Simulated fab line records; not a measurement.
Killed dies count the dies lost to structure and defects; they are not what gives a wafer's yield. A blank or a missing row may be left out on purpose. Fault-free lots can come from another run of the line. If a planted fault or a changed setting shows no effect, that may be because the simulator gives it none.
What tool caused it? / flow nand_harc / 24 lots with 72 wafers sampled at 4 steps, on a route of 1302 steps

## WHAT THE GAUGES READ, wafer by wafer
NHARC_P_M2_INSPECT_11. Usual: raw_defect_count 4.7, standard deviation 2.6.
lot=L074; measured=day 6 17:33; on=defect_inspect-02; raw_defect_count=7 12 4; flag=
lot=L075; measured=day 6 18:09; on=defect_inspect-02; raw_defect_count=4 1 3; flag=
lot=L076; measured=day 7 09:55; on=defect_inspect-02; raw_defect_count=0 4 4; flag=
lot=L077; measured=day 7 11:35; on=defect_inspect-01; raw_defect_count=2 6 2; flag=
lot=L078; measured=day 8 04:14; on=defect_inspect-01; raw_defect_count=9 3 2; flag=
lot=L079; measured=day 8 12:43; on=defect_inspect-02; raw_defect_count=7 0 2; flag=
lot=L080; measured=day 9 08:03; on=defect_inspect-01; raw_defect_count=3 2 3; flag=
lot=L081; measured=day 9 08:59; on=defect_inspect-01; raw_defect_count=6 4 4; flag=
lot=L082; measured=day 9 22:01; on=defect_inspect-01; raw_defect_count=12 8 14; flag=
lot=L083; measured=day 10 02:28; on=defect_inspect-02; raw_defect_count=3 5 2; flag=
lot=L084; measured=day 10 10:37; on=defect_inspect-01; raw_defect_count=5 7 7; flag=
lot=L085; measured=day 10 21:38; on=defect_inspect-01; raw_defect_count=8 8 11; flag=
lot=L086; measured=day 11 04:19; on=defect_inspect-01; raw_defect_count=5 4 1; flag=
lot=L087; measured=day 11 22:02; on=defect_inspect-01; raw_defect_count=4 5 7; flag=
lot=L088; measured=day 12 11:01; on=defect_inspect-02; raw_defect_count=3 5 3; flag=
lot=L089; measured=day 12 12:11; on=defect_inspect-01; raw_defect_count=3 7 1; flag=
lot=L090; measured=day 13 02:32; on=defect_inspect-01; raw_defect_count=6 4 2; flag=
lot=L091; measured=day 13 07:11; on=defect_inspect-01; raw_defect_count=3 8 4; flag=
lot=L092; measured=day 13 23:14; on=defect_inspect-01; raw_defect_count=5 6 6; flag=
lot=L093; measured=day 14 06:47; on=defect_inspect-02; raw_defect_count=6 6 5; flag=
lot=L094; measured=day 14 19:14; on=defect_inspect-01; raw_defect_count=5 3 10; flag=
lot=L095; measured=day 15 17:44; on=defect_inspect-01; raw_defect_count=4 6 1; flag=
lot=L096; measured=day 15 20:02; on=defect_inspect-02; raw_defect_count=0 1 2; flag=
lot=L097; measured=day 16 05:43; on=defect_inspect-02; raw_defect_count=10 6 6; flag=

NHARC_P_BONDPAD_THK_MEAS_33: measures by ellipsometry. Usual: thk_nm 199.9 nm, standard deviation 1.7.
lot=L074; measured=day 6 21:34; on=film_metro-02; thk_nm (nm)=199.1 198.0 199.6; flag=
lot=L075; measured=day 6 22:20; on=film_metro-02; thk_nm (nm)=198.1 201.9 199.7; flag=
lot=L076; measured=day 7 13:45; on=film_metro-01; thk_nm (nm)=200.5 200.6 200.1; flag=
lot=L077; measured=day 7 15:25; on=film_metro-02; thk_nm (nm)=200.1 200.4 200.4; flag=
lot=L078; measured=day 8 08:37; on=film_metro-02; thk_nm (nm)=200.5 197.5 200.0; flag=
lot=L079; measured=day 8 16:35; on=film_metro-02; thk_nm (nm)=201.6 198.9 199.8; flag=
lot=L080; measured=day 9 13:19; on=film_metro-01; thk_nm (nm)=199.4 201.5 198.6; flag=
lot=L081; measured=day 9 13:19; on=film_metro-01; thk_nm (nm)=198.2 198.2 201.3; flag=
lot=L082; measured=day 10 02:26; on=film_metro-01; thk_nm (nm)=197.9 201.2 201.8; flag=
lot=L083; measured=day 10 06:25; on=film_metro-02; thk_nm (nm)=200.9 201.2 201.7; flag=
lot=L084; measured=day 10 14:29; on=film_metro-02; thk_nm (nm)=203.6 199.6 197.9; flag=
lot=L085; measured=day 11 01:29; on=film_metro-02; thk_nm (nm)=198.7 200.1 200.9; flag=
lot=L086; measured=day 11 08:09; on=film_metro-01; thk_nm (nm)=201.2 198.2 197.9; flag=
lot=L087; measured=day 12 01:54; on=film_metro-02; thk_nm (nm)=199.1 201.7 198.7; flag=
lot=L088; measured=day 12 14:57; on=film_metro-01; thk_nm (nm)=200.6 200.2 199.9; flag=
lot=L089; measured=day 12 16:00; on=film_metro-02; thk_nm (nm)=198.3 200.5 201.5; flag=
lot=L090; measured=day 13 06:23; on=film_metro-01; thk_nm (nm)=201.2 196.9 204.0; flag=
lot=L091; measured=day 13 11:13; on=film_metro-02; thk_nm (nm)=197.9 201.4 199.6; flag=
lot=L092; measured=day 14 03:17; on=film_metro-01; thk_nm (nm)=201.1 198.4 201.2; flag=
lot=L093; measured=day 14 10:51; on=film_metro-02; thk_nm (nm)=198.4 195.5 198.6; flag=
lot=L094; measured=day 14 23:08; on=film_metro-01; thk_nm (nm)=201.8 200.5 201.8; flag=
lot=L095; measured=day 15 21:37; on=film_metro-02; thk_nm (nm)=200.6 198.2 200.2; flag=
lot=L096; measured=day 15 23:57; on=film_metro-02; thk_nm (nm)=200.4 200.2 198.7; flag=
lot=L097; measured=day 16 09:40; on=film_metro-02; thk_nm (nm)=198.5 200.0 200.3; flag=

## TOOL THAT RAN EACH LOT (tool first, then ch and the chambers of the sampled wafers, then the start)
lot=L074; NHARC_P_M2_DESCUM_14=rie_diel-02 ch 0,1,3, day 6 17:38; NHARC_P_M2_PVD_21=pvd_sputter-03, day 6 21:34 or earlier
lot=L075; NHARC_P_M2_DESCUM_14=rie_diel-02 ch 0,1, day 6 18:13; NHARC_P_M2_PVD_21=pvd_sputter-01, day 6 22:20 or earlier
lot=L076; NHARC_P_M2_DESCUM_14=rie_diel-02 ch 0,1,3, day 7 09:59; NHARC_P_M2_PVD_21=pvd_sputter-01, day 7 13:45 or earlier
lot=L077; NHARC_P_M2_DESCUM_14=rie_diel-06 ch 0,3, day 7 11:39; NHARC_P_M2_PVD_21=pvd_sputter-02, day 7 15:25 or earlier
lot=L078; NHARC_P_M2_DESCUM_14=rie_diel-06 ch 1,2,3, day 8 04:18; NHARC_P_M2_PVD_21=pvd_sputter-02, day 8 08:37 or earlier
lot=L079; NHARC_P_M2_DESCUM_14=rie_diel-06 ch 0,2,3, day 8 12:47; NHARC_P_M2_PVD_21=pvd_sputter-01, day 8 16:35 or earlier
lot=L080; NHARC_P_M2_DESCUM_14=rie_diel-02 ch 0,2,3, day 9 08:07; NHARC_P_M2_PVD_21=pvd_sputter-03, day 9 13:19 or earlier
lot=L081; NHARC_P_M2_DESCUM_14=rie_diel-03 ch 0,1,2, day 9 09:02; NHARC_P_M2_PVD_21=pvd_sputter-03, day 9 13:19 or earlier
lot=L082; NHARC_P_M2_DESCUM_14=rie_diel-02 ch 1,2,3, day 9 22:04; NHARC_P_M2_PVD_21=pvd_sputter-02, day 10 02:26 or earlier
lot=L083; NHARC_P_M2_DESCUM_14=rie_diel-06 ch 0,2,3, day 10 02:32; NHARC_P_M2_PVD_21=pvd_sputter-02, day 10 06:25 or earlier
lot=L084; NHARC_P_M2_DESCUM_14=rie_diel-06 ch 1,2, day 10 10:40; NHARC_P_M2_PVD_21=pvd_sputter-03, day 10 14:29 or earlier
lot=L085; NHARC_P_M2_DESCUM_14=rie_diel-03 ch 0,2,3, day 10 21:42; NHARC_P_M2_PVD_21=pvd_sputter-03, day 11 01:29 or earlier
lot=L086; NHARC_P_M2_DESCUM_14=rie_diel-02 ch 0,1,2, day 11 04:23; NHARC_P_M2_PVD_21=pvd_sputter-03, day 11 08:09 or earlier
lot=L087; NHARC_P_M2_DESCUM_14=rie_diel-06 ch 0,1,2, day 11 22:06; NHARC_P_M2_PVD_21=pvd_sputter-02, day 12 01:54 or earlier
lot=L088; NHARC_P_M2_DESCUM_14=rie_diel-06 ch 2,3, day 12 11:04; NHARC_P_M2_PVD_21=pvd_sputter-02, day 12 14:57 or earlier
lot=L089; NHARC_P_M2_DESCUM_14=rie_diel-06 ch 1,2,3, day 12 12:15; NHARC_P_M2_PVD_21=pvd_sputter-03, day 12 16:00 or earlier
lot=L090; NHARC_P_M2_DESCUM_14=rie_diel-03 ch 0,1,2, day 13 02:35; NHARC_P_M2_PVD_21=pvd_sputter-03, day 13 06:23 or earlier
lot=L091; NHARC_P_M2_DESCUM_14=rie_diel-03 ch 0,2,3, day 13 07:16; NHARC_P_M2_PVD_21=pvd_sputter-01, day 13 11:13 or earlier
lot=L092; NHARC_P_M2_DESCUM_14=rie_diel-03 ch 0,2,3, day 13 23:17; NHARC_P_M2_PVD_21=pvd_sputter-02, day 14 03:17 or earlier
lot=L093; NHARC_P_M2_DESCUM_14=rie_diel-03 ch 1,2,3, day 14 06:51; NHARC_P_M2_PVD_21=pvd_sputter-02, day 14 10:51 or earlier
lot=L094; NHARC_P_M2_DESCUM_14=rie_diel-02 ch 0,2, day 14 19:19; NHARC_P_M2_PVD_21=pvd_sputter-01, day 14 23:08 or earlier
lot=L095; NHARC_P_M2_DESCUM_14=rie_diel-03 ch 0,1,3, day 15 17:48; NHARC_P_M2_PVD_21=pvd_sputter-03, day 15 21:37 or earlier
lot=L096; NHARC_P_M2_DESCUM_14=rie_diel-02 ch 0,2,3, day 15 20:07; NHARC_P_M2_PVD_21=pvd_sputter-03, day 15 23:57 or earlier
lot=L097; NHARC_P_M2_DESCUM_14=rie_diel-06 ch 0,2,3, day 16 05:47; NHARC_P_M2_PVD_21=pvd_sputter-01, day 16 09:40 or earlier
- NHARC_P_M2_DESCUM_14: chemistry O2, time 3 s.
- NHARC_P_M2_PVD_21: deposits Cu, target thk 30 nm, time 20.49 s.

## WHAT THE TOOLS THEMSELVES READ (means of the sampled wafers that have a number; where no wafer has one, the mark that the record gives instead)
NHARC_P_M2_DESCUM_14. Usual: drypump_motor_current_A 5.6 A, standard deviation 0.54; oes_product_au 0.999 a.u., standard deviation 0.013; rf_vpp_V 57.6 V, standard deviation 0.85; showerhead_plenum_p_Torr 1.88 Torr, standard deviation 0.087; throttle_valve_pct 11.311 %, standard deviation 0.01.
lot=L074; tool=rie_diel-02; drypump_motor_current_A (A)=5.2; oes_product_au (a.u.)=0.980; rf_vpp_V (V)=57.8; showerhead_plenum_p_Torr (Torr)=1.89; throttle_valve_pct (%)=11.304; flag=
lot=L075; tool=rie_diel-02; drypump_motor_current_A (A)=5.5; oes_product_au (a.u.)=0.986; rf_vpp_V (V)=58.2; showerhead_plenum_p_Torr (Torr)=1.98; throttle_valve_pct (%)=11.309; flag=
lot=L076; tool=rie_diel-02; drypump_motor_current_A (A)=5.2; oes_product_au (a.u.)=0.985; rf_vpp_V (V)=57.9; showerhead_plenum_p_Torr (Torr)=1.89; throttle_valve_pct (%)=11.307; flag=
lot=L077; tool=rie_diel-06; drypump_motor_current_A (A)=5.8; oes_product_au (a.u.)=0.995; rf_vpp_V (V)=57.9; showerhead_plenum_p_Torr (Torr)=1.85; throttle_valve_pct (%)=11.314; flag=
lot=L078; tool=rie_diel-06; drypump_motor_current_A (A)=6.0; oes_product_au (a.u.)=0.997; rf_vpp_V (V)=58.2; showerhead_plenum_p_Torr (Torr)=1.92; throttle_valve_pct (%)=11.315; flag=
lot=L079; tool=rie_diel-06; drypump_motor_current_A (A)=6.0; oes_product_au (a.u.)=1.006; rf_vpp_V (V)=57.3; showerhead_plenum_p_Torr (Torr)=1.88; throttle_valve_pct (%)=11.296; flag=
lot=L080; tool=rie_diel-02; drypump_motor_current_A (A)=5.5; oes_product_au (a.u.)=1.004; rf_vpp_V (V)=58.1; showerhead_plenum_p_Torr (Torr)=1.91; throttle_valve_pct (%)=11.324; flag=
lot=L081; tool=rie_diel-03; drypump_motor_current_A (A)=5.7; oes_product_au (a.u.)=0.997; rf_vpp_V (V)=57.6; showerhead_plenum_p_Torr (Torr)=1.85; throttle_valve_pct (%)=11.303; flag=
lot=L082; tool=rie_diel-02; drypump_motor_current_A (A)=5.1; oes_product_au (a.u.)=0.996; rf_vpp_V (V)=57.8; showerhead_plenum_p_Torr (Torr)=1.83; throttle_valve_pct (%)=11.299; flag=
lot=L083; tool=rie_diel-06; drypump_motor_current_A (A)=6.0; oes_product_au (a.u.)=1.007; rf_vpp_V (V)=57.4; showerhead_plenum_p_Torr (Torr)=1.88; throttle_valve_pct (%)=11.305; flag=
lot=L084; tool=rie_diel-06; drypump_motor_current_A (A)=5.9; oes_product_au (a.u.)=1.013; rf_vpp_V (V)=57.9; showerhead_plenum_p_Torr (Torr)=1.99; throttle_valve_pct (%)=11.302; flag=
lot=L085; tool=rie_diel-03; drypump_motor_current_A (A)=5.6; oes_product_au (a.u.)=1.014; rf_vpp_V (V)=57.9; showerhead_plenum_p_Torr (Torr)=1.85; throttle_valve_pct (%)=11.323; flag=
lot=L086; tool=rie_diel-02; drypump_motor_current_A (A)=5.5; oes_product_au (a.u.)=0.988; rf_vpp_V (V)=57.6; showerhead_plenum_p_Torr (Torr)=1.92; throttle_valve_pct (%)=11.309; flag=
lot=L087; tool=rie_diel-06; drypump_motor_current_A (A)=5.9; oes_product_au (a.u.)=1.003; rf_vpp_V (V)=58.1; showerhead_plenum_p_Torr (Torr)=1.95; throttle_valve_pct (%)=11.309; flag=
lot=L088; tool=rie_diel-06; drypump_motor_current_A (A)=6.3; oes_product_au (a.u.)=1.001; rf_vpp_V (V)=58.6; showerhead_plenum_p_Torr (Torr)=1.91; throttle_valve_pct (%)=11.311; flag=
lot=L089; tool=rie_diel-06; drypump_motor_current_A (A)=6.0; oes_product_au (a.u.)=1.005; rf_vpp_V (V)=57.8; showerhead_plenum_p_Torr (Torr)=1.92; throttle_valve_pct (%)=11.310; flag=
lot=L090; tool=rie_diel-03; drypump_motor_current_A (A)=5.7; oes_product_au (a.u.)=0.989; rf_vpp_V (V)=57.5; showerhead_plenum_p_Torr (Torr)=1.85; throttle_valve_pct (%)=11.321; flag=
lot=L091; tool=rie_diel-03; drypump_motor_current_A (A)=5.6; oes_product_au (a.u.)=0.999; rf_vpp_V (V)=57.6; showerhead_plenum_p_Torr (Torr)=1.84; throttle_valve_pct (%)=11.303; flag=
lot=L092; tool=rie_diel-03; drypump_motor_current_A (A)=5.6; oes_product_au (a.u.)=1.001; rf_vpp_V (V)=57.6; showerhead_plenum_p_Torr (Torr)=1.84; throttle_valve_pct (%)=11.317; flag=
lot=L093; tool=rie_diel-03; drypump_motor_current_A (A)=5.6; oes_product_au (a.u.)=1.007; rf_vpp_V (V)=56.9; showerhead_plenum_p_Torr (Torr)=1.82; throttle_valve_pct (%)=11.322; flag=
lot=L094; tool=rie_diel-02; drypump_motor_current_A (A)=5.8; oes_product_au (a.u.)=0.986; rf_vpp_V (V)=57.7; showerhead_plenum_p_Torr (Torr)=2.00; throttle_valve_pct (%)=11.311; flag=
lot=L095; tool=rie_diel-03; drypump_motor_current_A (A)=5.3; oes_product_au (a.u.)=1.004; rf_vpp_V (V)=57.2; showerhead_plenum_p_Torr (Torr)=1.84; throttle_valve_pct (%)=11.318; flag=
lot=L096; tool=rie_diel-02; drypump_motor_current_A (A)=5.5; oes_product_au (a.u.)=0.994; rf_vpp_V (V)=57.7; showerhead_plenum_p_Torr (Torr)=1.91; throttle_valve_pct (%)=11.312; flag=
lot=L097; tool=rie_diel-06; drypump_motor_current_A (A)=6.0; oes_product_au (a.u.)=0.988; rf_vpp_V (V)=58.3; showerhead_plenum_p_Torr (Torr)=1.88; throttle_valve_pct (%)=11.307; flag=

NHARC_P_M2_PVD_21. Usual: throttle_valve_pct 30.0 %, standard deviation 0.87.
lot=L074; tool=pvd_sputter-03; throttle_valve_pct (%)=30.2; flag=
lot=L075; tool=pvd_sputter-01; throttle_valve_pct (%)=30.1; flag=
lot=L076; tool=pvd_sputter-01; throttle_valve_pct (%)=29.0; flag=
lot=L077; tool=pvd_sputter-02; throttle_valve_pct (%)=30.0; flag=
lot=L078; tool=pvd_sputter-02; throttle_valve_pct (%)=29.9; flag=
lot=L079; tool=pvd_sputter-01; throttle_valve_pct (%)=30.8; flag=
lot=L080; tool=pvd_sputter-03; throttle_valve_pct (%)=29.8; flag=
lot=L081; tool=pvd_sputter-03; throttle_valve_pct (%)=29.8; flag=
lot=L082; tool=pvd_sputter-02; throttle_valve_pct (%)=29.8; flag=
lot=L083; tool=pvd_sputter-02; throttle_valve_pct (%)=30.1; flag=
lot=L084; tool=pvd_sputter-03; throttle_valve_pct (%)=30.3; flag=
lot=L085; tool=pvd_sputter-03; throttle_valve_pct (%)=29.5; flag=
lot=L086; tool=pvd_sputter-03; throttle_valve_pct (%)=29.3; flag=
lot=L087; tool=pvd_sputter-02; throttle_valve_pct (%)=29.6; flag=
lot=L088; tool=pvd_sputter-02; throttle_valve_pct (%)=30.3; flag=
lot=L089; tool=pvd_sputter-03; throttle_valve_pct (%)=29.8; flag=
lot=L090; tool=pvd_sputter-03; throttle_valve_pct (%)=30.1; flag=
lot=L091; tool=pvd_sputter-01; throttle_valve_pct (%)=29.6; flag=
lot=L092; tool=pvd_sputter-02; throttle_valve_pct (%)=29.7; flag=
lot=L093; tool=pvd_sputter-02; throttle_valve_pct (%)=29.7; flag=
lot=L094; tool=pvd_sputter-01; throttle_valve_pct (%)=31.2; flag=
lot=L095; tool=pvd_sputter-03; throttle_valve_pct (%)=29.5; flag=
lot=L096; tool=pvd_sputter-03; throttle_valve_pct (%)=29.8; flag=
lot=L097; tool=pvd_sputter-01; throttle_valve_pct (%)=30.9; flag=

## THE ANSWER, worked out from the rows above alone
Rule: a lot is off if the mean of its wafers that have a number lies more than 3 standard deviations from the usual mean. A lot without any number at a reading at which 4 lots or more have one is off too. Any other lot the step has rows for is counted as sound. After the gauges, taken in route order, come the tools' own readings; for these a lot's mean is taken, as printed above. At the first step where some lot is off, the reading lying furthest off is the one used; lots without a number count as furthest.
None of the lots is off at any reading shown; this tells nothing.

## WHAT WAS PUT IN BY THE SIMULATOR
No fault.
